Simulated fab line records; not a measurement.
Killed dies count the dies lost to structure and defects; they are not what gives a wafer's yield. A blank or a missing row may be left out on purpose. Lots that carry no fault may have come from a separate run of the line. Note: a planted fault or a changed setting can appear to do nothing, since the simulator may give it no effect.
fab line records    flow n5_finfet
[record] lots = 9  wafers = 26  last_day = 18
route steps=1938 shown GATE_CUT@469 BEOL_M4@1111
lots that met no fault: taken from a fault-free run of the same line
start_h: hours from the record's opening day to when the first of the lot's shown wafers began    wait_h: how many hours have passed since the lot's step before this one    " the same as in the row above    L1.1+2: several wafers, shown together as one row    - no value, or no start given    * or withheld: withheld    < > ~ a bound
route shown NAME@n: names a module that has steps shown in the file, with the first one's number in the route    usual: mean/standard deviation of fault-free wafers    same: alike in all rows    chamber/n: place in a boat    sites: each site's reading    _std_site: the standard deviation of these    _edge_site: outer sites' mean less inner sites'    radius_mm: how far each site lies from the wafer's centre    mask NAME#n: copy n    behind: the tool/chamber that last shaped the wafer    hold: why the lot went on hold/how many hours it stayed there/how the hold came to an end    device: names the non-switching transistor (n, p or np)    end of line: tests run on the same wafers once the route is complete    a step given without rows: its recipe and nothing more    killed: not the wafer's yield, but the dies lost to structure and defects at the first sort    map: a wafer's dies, x killed, . not, _ none there
set.NAME: the setting that was run; set.NAME@STEP: the one run at that earlier step    model.NAME: the simulator's own value behind a step, which no gauge read
route steps across a sampled set of lots; one table per step, one row per wafer
services: the hour from which a tool's chamber was out of use, counted from the record's first day as start_h (under 0 if before that day), plus the number of hours and why
[[steps]]
[step N5_GATE_CUT_ETCH_58]
[recipe] chemistry = CH3F/O2  target = SiNx  target_depth_a = 170  time_s = 128.6  ion_energy_ev = 50  pressure_mtorr = 30  source_w = 415  bias_w = 21  Ar_flow_sccm = 150  CH3F_flow_sccm = 30  O2_flow_sccm = 20
[usual] drypump_motor_current_A = 5.9/0.34  oes_product_au = 0.78/0.086  rf_vpp_V = 99.2/0.84  showerhead_plenum_p_Torr = 2.02/0.038  throttle_valve_pct = 16.33/0.23
lot.wafer  tool         chamber  start_h  wait_h  drypump_motor_current_A  oes_product_au  rf_hours_counter_h  rf_vpp_V  showerhead_plenum_p_Torr  throttle_valve_pct
L636.2     rie_diel-01  2        78.38    0.0     5.5                      0.72            180                 100.9     2.07                      16.54
L636.3     "            3        "        "       5.8                      0.83            88                  100.2     1.93                      16.46
L636.4     "            1        "        "       5.9                      0.71            199                 98.2      1.98                      16.33
L639.3     rie_diel-05  0        96.23    0.0     6.1                      0.93            18                  100.1     2.05                      16.35
L639.4     "            2        "        "       5.5                      0.86            40                  98.9      2.03                      16.13
L639.6     "            0        "        "       6.1                      0.93            -                   99.0      2.05                      16.34
L641.2     rie_diel-02  2        110.19   0.1     6.3                      0.69            240                 101.0     2.05                      16.74
L641.3     "            3        "        "       5.7                      0.77            124                 99.1      2.01                      16.05
L641.6     "            3        "        "       5.7                      0.77            -                   99.3      2.01                      16.04
L645.3     rie_diel-02  3        136.34   0.0     5.7                      0.76            133                 99.9      2.01                      16.07
L645.6     "            2        "        "       6.3                      0.69            -                   98.1      2.05                      16.77
L654.1     rie_diel-02  1        187.15   0.1     6.4                      0.74            176                 99.1      1.99                      16.55
L654.2     "            0        "        "       5.4                      0.80            81                  100.2     2.02                      16.25
L654.3     "            2        "        "       6.3                      0.97            8                   99.7      2.05                      16.31
L655.3     rie_diel-01  0        195.09   0.0     6.3                      0.66            254                 99.6      2.05                      16.28
L655.5     "            0        "        "       6.3                      0.66            -                   100.2     2.05                      16.26
L655.6     "            1        "        "       5.9                      0.67            -                   98.9      1.97                      16.41
L657.2     rie_diel-05  3        210.17   0.0     6.0                      0.69            229                 99.1      2.06                      16.39
L657.4     "            0        "        "       6.1                      0.87            51                  98.6      2.03                      16.41
L657.6     "            1        "        "       5.9                      0.87            -                   99.7      2.03                      15.96
L658.1     rie_diel-02  2        217.38   0.1     6.3                      0.94            18                  99.9      2.05                      16.33
L658.2     "            1        "        "       6.3                      0.74            186                 98.0      1.99                      16.57
L658.4     "            3        "        "       5.6                      0.74            157                 98.8      2.00                      16.12
L659.2     rie_diel-01  1        223.59   0.1     5.9                      0.67            247                 99.5      1.97                      16.42
L659.4     "            0        "        "       6.3                      0.98            2                   98.4      2.05                      15.81
L659.5     "            1        "        "       5.9                      0.66            -                   97.8      1.97                      16.43
[step N5_GATE_CUT_STRIP_59]
[recipe] chemistry = N2/H2  time_s = 20  power_w = 100  temp_c = 40  pressure_mtorr = 100  rf_frequency_hz = 6e+07  bias_power_w = 3  n2_flow_sccm = 300  h2_flow_sccm = 300
[usual] drypump_motor_current_A = 5.9/0.34  oes_product_au = 0.77/0.086  rf_vpp_V = 45.3/0.84  showerhead_plenum_p_Torr = 3.41/0.059  throttle_valve_pct = 12.23/0.26
lot.wafer  tool         chamber  start_h  wait_h  drypump_motor_current_A  oes_product_au  rf_hours_counter_h  rf_vpp_V  showerhead_plenum_p_Torr  throttle_valve_pct
L636.2     rie_diel-01  2        78.48    0.1     5.5                      0.71            180                 46.2      3.50                      12.50
L636.3     "            3        "        "       5.8                      0.82            88                  44.1      3.28                      12.33
L636.4     "            1        "        "       5.9                      0.70            199                 43.8      3.35                      12.24
L639.3     rie_diel-05  0        96.33    0.1     6.2                      0.93            18                  43.4      3.45                      12.12
L639.4     "            2        "        "       5.5                      0.86            40                  44.8      3.44                      11.96
L639.6     "            0        "        "       6.2                      0.92            -                   45.5      3.45                      12.11
L641.2     rie_diel-02  2        110.29   0.1     6.3                      0.70            240                 44.5      3.45                      12.57
L641.3     "            3        "        "       5.7                      0.77            124                 45.4      3.39                      12.02
L641.6     "            3        "        "       5.7                      0.76            -                   45.5      3.39                      12.00
L645.3     rie_diel-02  3        136.44   0.1     5.7                      0.76            133                 44.5      3.39                      12.01
L645.6     "            2        "        "       6.3                      0.68            -                   45.2      3.45                      12.61
L654.1     rie_diel-02  1        187.25   0.1     6.4                      0.73            176                 45.8      3.36                      12.57
L654.2     "            0        "        "       5.4                      0.81            81                  44.8      3.42                      12.12
L654.3     "            2        "        "       6.3                      0.97            8                   44.0      3.44                      11.97
L655.3     rie_diel-01  0        195.19   0.1     6.3                      0.66            254                 44.8      3.45                      12.27
L655.5     "            0        "        "       6.4                      0.66            -                   44.1      3.45                      12.25
L655.6     "            1        "        "       6.0                      0.67            -                   44.5      3.33                      12.31
L657.2     rie_diel-05  3        210.27   0.1     6.0                      0.69            229                 45.8      3.48                      12.38
L657.4     "            0        "        "       6.1                      0.86            51                  45.3      3.43                      12.20
L657.6     "            1        "        "       5.9                      0.87            -                   45.1      3.42                      11.77
L658.1     rie_diel-02  2        217.48   0.1     6.3                      0.94            18                  45.3      3.44                      12.00
L658.2     "            1        "        "       6.4                      0.73            186                 44.4      3.36                      12.58
L658.4     "            3        "        "       5.7                      0.74            157                 44.1      3.37                      12.07
L659.2     rie_diel-01  1        223.69   0.1     6.0                      0.67            247                 44.0      3.33                      12.38
L659.4     "            0        "        "       6.3                      0.99            2                   46.4      3.45                      11.62
L659.5     "            1        "        "       5.9                      0.67            -                   45.0      3.33                      12.37
[step N5_GATE_CUT_SAC_CAP_01]
[recipe] material = SiNx  target_thk_a = 240  temp_c = 400  ald_precursor_family = SiH2I2  ald_co_reactant = N2/H2-plasma  pulse_time_s = 1  ald_cycles = 480  purge_time_s = 2  co_reactant_purge_time_s = 2  pressure_torr = 2
[usual] heater_power_w = 829/90  precursor_pulse_height_rel = 0.998/0.02
lot.wafer  tool        chamber  start_h  wait_h  heater_power_w  precursor_pulse_height_rel
L636.2     ald_sin-01  3        78.70    0.0     729             1.000
L636.3     "           0        "        "       921             0.990
L636.4     "           1        "        "       774             0.956
L639.3     ald_sin-03  0        97.86    1.4     904             1.033
L639.4     "           3        "        "       793             0.955
L639.6     "           0        98.95    2.4     901             1.020
L641.2     ald_sin-01  3        110.51   0.0     695             1.020
L641.3     "           1        "        "       740             1.015
L641.6     "           3        111.59   1.1     693             1.031
L645.3     ald_sin-01  3        137.05   0.4     686             0.987
L645.6     "           3        138.13   1.5     702             1.015
L654.1     ald_sin-01  2        188.11   0.7     835             0.997
L654.2     "           0        "        "       917             1.002
L654.3     "           3        "        "       693             0.970
L655.3     ald_sin-01  0        195.41   0.0     925             1.031
L655.5     "           3        196.49   1.1     689             1.007
L655.6     "           2        "        "       814             0.973
L657.2     ald_sin-01  3        210.49   0.0     696             1.024
L657.4     "           2        "        "       815             0.984
L657.6     "           3        211.57   1.1     725             0.992
L658.1     ald_sin-03  0        217.70   0.0     895             0.991
L658.2     "           1        "        "       803             1.011
L658.4     "           2        "        "       1027            1.032
L659.2     ald_sin-03  1        224.07   0.2     815             0.997
L659.4     "           3        "        "       781             0.958
L659.5     "           1        225.15   1.3     817             0.995
[step N5_GATE_CUT_PECVD_57]
[recipe] material = SiNx  target_thk_a = 210  temp_c = 400  precursor = SiH4/NH3/N2  pressure_torr = 1.5  rf_w = 300
[usual] heater_power_w = 775/110  showerhead_plenum_p_Torr = 5.08/0.053  throttle_valve_pct = 39.8/2.5
lot.wafer  tool      chamber  start_h  wait_h  heater_power_w  showerhead_plenum_p_Torr  throttle_valve_pct
L636.2     pecvd-01  1        80.89    1.1     585             5.02                      39.2
L636.3     "         0        "        "       673             5.06                      42.5
L636.4     "         1        "        "       589             5.02                      39.1
L639.3     pecvd-04  1        100.06   1.1     978             5.09                      38.4
L639.4     "         1        "        "       958             5.09                      38.4
L639.6     "         2        "        "       1016            5.03                      38.7
L641.2     pecvd-04  1        112.70   1.1     816             5.09                      38.4
L641.3     "         0        "        "       877             5.16                      39.7
L641.6     "         0        "        "       865             5.16                      39.8
L645.3     pecvd-04  1        139.24   1.1     868             5.09                      38.4
L645.6     "         2        "        "       978             5.03                      38.6
L654.1     pecvd-01  1        190.30   1.1     599             5.03                      39.1
L654.2     "         0        "        "       698             5.06                      42.2
L654.3     "         2        "        "       813             5.18                      35.4
L655.3     pecvd-03  2        197.60   1.1     659             5.05                      38.2
L655.5     "         0        "        "       787             5.06                      43.9
L655.6     "         1        "        "       775             5.08                      43.2
L657.2     pecvd-04  0        212.68   1.1     738             5.16                      40.5
L657.4     "         0        "        "       729             5.17                      40.4
L657.6     "         2        "        "       861             5.02                      38.9
L658.1     pecvd-01  0        219.89   1.1     645             5.07                      42.5
L658.2     "         1        "        "       597             5.03                      38.9
L658.4     "         1        "        "       595             5.03                      39.2
L659.2     pecvd-03  0        226.26   1.1     814             5.07                      43.7
L659.4     "         1        "        "       690             5.10                      43.0
L659.5     "         1        "        "       681             5.09                      43.2
[step N5_GATE_CUT_CMP_02]
[recipe] stop_on = SiO2  t_overpolish_s = 12.7  post_cmp_clean = alkaline_brush  down_force_psi = 2.5  platen_rpm = 51.8  pad_velocity_m_s = 1.0307  target_thk_nm = 0
[usual] motor_current_A = 9.0/1  time_to_endpoint_s = 25.5/2
lot.wafer  tool    chamber  start_h  wait_h  motor_current_A  time_to_endpoint_s
L636.3     cmp-03  1        80.97    0.1     8.8              21.4
L636.2     "       2        "        "       8.7              22.2
L636.4     "       3        "        "       8.8              23.8
L639.4     cmp-04  0        100.17   0.1     8.2              24.7
L639.3     "       2        "        "       11.0             26.8
L639.6     "       0        "        "       8.8              24.8
L641.2     cmp-01  1        112.81   0.1     9.6              26.0
L641.3     "       3        "        "       7.9              24.0
L641.6     "       1        "        "       9.4              24.1
L645.3     cmp-04  3        139.39   0.1     6.8              18.0
L645.6     "       2        "        "       9.9              24.5
L654.3     cmp-01  3        190.41   0.1     7.6              26.5
L654.2     "       0        "        "       9.4              23.4
L654.1     "       1        "        "       9.4              26.5
L655.3     cmp-01  2        197.67   0.1     9.7              25.0
L655.6     "       2        "        "       9.4              26.4
L655.5     "       3        "        "       7.7              28.6
L657.2     cmp-01  2        212.79   0.1     9.6              27.2
L657.4     "       0        "        "       9.7              27.9
L657.6     "       1        "        "       9.6              27.9
L658.4     cmp-01  3        219.97   0.0     8.1              27.9
L658.1     "       0        "        "       9.6              26.4
L658.2     "       2        "        "       9.8              25.4
L659.4     cmp-01  1        226.36   0.1     9.1              26.1
L659.2     "       2        "        "       9.5              22.3
L659.5     "       1        "        "       10.0             27.7
[step N5_BEOL_M4_RC_MEAS_101]
[usual] DIBL_N = 36.4/1.4  DIBL_P = 36.3/1.8  IOFF_N = 0.163/0.024  IOFF_P = 0.21/0.034  ION_N = 673/11  ION_P = 461/7.4  SS_N = 71.6/0.52  SS_P = 73.3/0.58  VT_N = 249.4/2.5  VT_P = -250/3.5
lot.wafer  tool       chamber  start_h  wait_h  DIBL_N[mV/V]  DIBL_P[mV/V]  IOFF_N[nA/um]  IOFF_P[nA/um]  ION_N[uA/um]  ION_P[uA/um]  SS_N[mV/dec]  SS_P[mV/dec]  VT_N[mV]  VT_P[mV]
L636.2     prober-02  0        168.13   0.2     36.6          36.5          0.169          0.20           686           462           70.9          72.7          248.1     -253
L636.3     "          0        "        "       35.5          34.1          0.153          0.18           669           451           70.7          72.3          248.6     -252
L636.4     "          0        "        "       36.9          37.0          0.187          0.21           699           465           71.5          73.4          246.2     -252
L639.3     prober-02  0        186.20   0.3     36.8          37.2          0.173          0.19           674           449           71.8          73.8          246.7     -254
L639.4     "          0        "        "       36.2          36.3          0.167          0.19           685           455           71.4          72.5          246.7     -254
L639.6     "          0        "        "       35.0          35.3          0.147          0.17           668           453           71.9          72.8          251.3     -254
L641.2     prober-01  0        201.78   0.2     37.5          38.4          0.198          0.24           678           458           72.5          74.3          247.3     -249
L641.3     "          0        "        "       39.0          39.6          0.209          0.26           679           460           72.6          74.2          246.0     -252
L641.6     "          0        "        "       37.6          38.6          0.190          0.24           682           469           71.7          73.8          248.4     -249
L645.3     prober-01  0        225.25   0.3     36.0          35.9          0.159          0.20           652           450           72.2          73.1          250.4     -250
L645.6     "          0        "        "       35.3          35.9          0.148          0.19           669           454           71.3          73.2          251.1     -252
L654.1     prober-01  0        262.24   0.0     35.6          34.6          0.142          0.17           658           449           71.2          72.6          251.1     -254
L654.2     "          0        "        "       35.3          34.4          0.139          0.17           671           454           71.2          72.4          253.0     -258
L654.3     "          0        "        "       37.2          37.2          0.175          0.21           675           463           71.5          73.6          246.6     -252
L655.3     prober-02  0        283.50   0.3     37.2          37.3          0.153          0.21           674           457           72.6          73.9          250.4     -250
L655.5     "          0        "        "       36.8          36.7          0.150          0.20           665           459           71.8          73.5          252.3     -251
L655.6     "          0        "        "       36.7          37.1          0.156          0.21           679           463           71.8          73.9          251.0     -253
L658.1     prober-02  0        300.13   0.0     35.3          31.4          0.130          0.15           674           453           71.3          72.9          250.6     -258
L658.2     "          0        "        "       34.5          30.9          0.117          0.14           669           450           70.8          72.6          251.5     -257
L658.4     "          0        "        "       35.9          32.4          0.137          0.16           660           446           70.6          72.0          250.8     -255
L657.2     prober-02  0        303.23   0.2     35.1          34.8          0.137          0.19           665           460           70.9          73.0          250.8     -250
L657.4     "          0        "        "       36.0          35.2          0.146          0.20           666           455           71.1          72.9          251.1     -250
L657.6     "          0        "        "       35.1          35.0          0.142          0.20           662           456           70.9          72.6          248.0     -248
L659.2     prober-01  0        306.09   0.2     37.4          35.5          0.158          0.23           674           466           71.0          73.2          249.3     -247
L659.4     "          0        "        "       40.3          38.7          0.217          0.30           691           465           72.4          73.9          245.3     -242
L659.5     "          0        "        "       36.6          33.9          0.146          0.22           656           458           71.6          72.1          254.2     -247
[[services]]
tool         chamber  start_h  hours  kind
pecvd-04     1        59.50    10.1   repair
rie_diel-05  0        72.95    3.1    repair
rie_diel-01  -        73.88    0.1    repair
ald_sin-01   -        86.18    14.0   pm
ald_sin-01   0        86.18    14.0   vent_cycle
ald_sin-01   1        86.18    14.0   vent_cycle
rie_diel-05  3        94.96    1.2    repair
pecvd-04     -        127.70   0.8    pm
rie_diel-02  2        138.40   -      clean
rie_diel-02  2        138.40   -      consumable_replace:focus_ring
rie_diel-02  2        138.40   25.0   scheduled_down
rie_diel-02  2        138.40   25.0   vent_cycle
cmp-03       -        140.57   2.4    repair
rie_diel-01  3        147.65   1.5    repair
cmp-03       -        155.77   4.0    pm
ald_sin-01   0        159.33   3.7    repair
rie_diel-02  3        191.01   10.1   repair
rie_diel-01  0        196.11   -      clean
rie_diel-01  0        196.11   -      consumable_replace:focus_ring
rie_diel-01  0        196.11   21.7   scheduled_down
rie_diel-01  0        196.11   21.7   vent_cycle
pecvd-04     -        200.20   0.3    repair
rie_diel-05  1        210.89   6.7    repair
cmp-03       -        220.46   0.3    repair
[[key]]
[first_sign] step = N5_GATE_CUT_CMP_02  reading = time_to_endpoint_s  direction = down  sigmas = 3.7  usual = *  struck = *
effect none on later readings
met_at N5_GATE_CUT_PECVD_57
struck_lots L645
struck_wafers L645.3
not_acting_at N5_GATE_CUT_ETCH_58,N5_GATE_CUT_STRIP_59,N5_GATE_CUT_SAC_CAP_01
onset_between 112.70 139.24
[fault] kind = process_parameter_drift  tool = pecvd-04  chamber = -  onset_h = 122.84  steps = N5_GATE_CUT_PECVD_57  channel = target_thk_a  offset = *  shape = step  end_h = 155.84  scope = struck_wafers_only  acts_in = *  stated = *
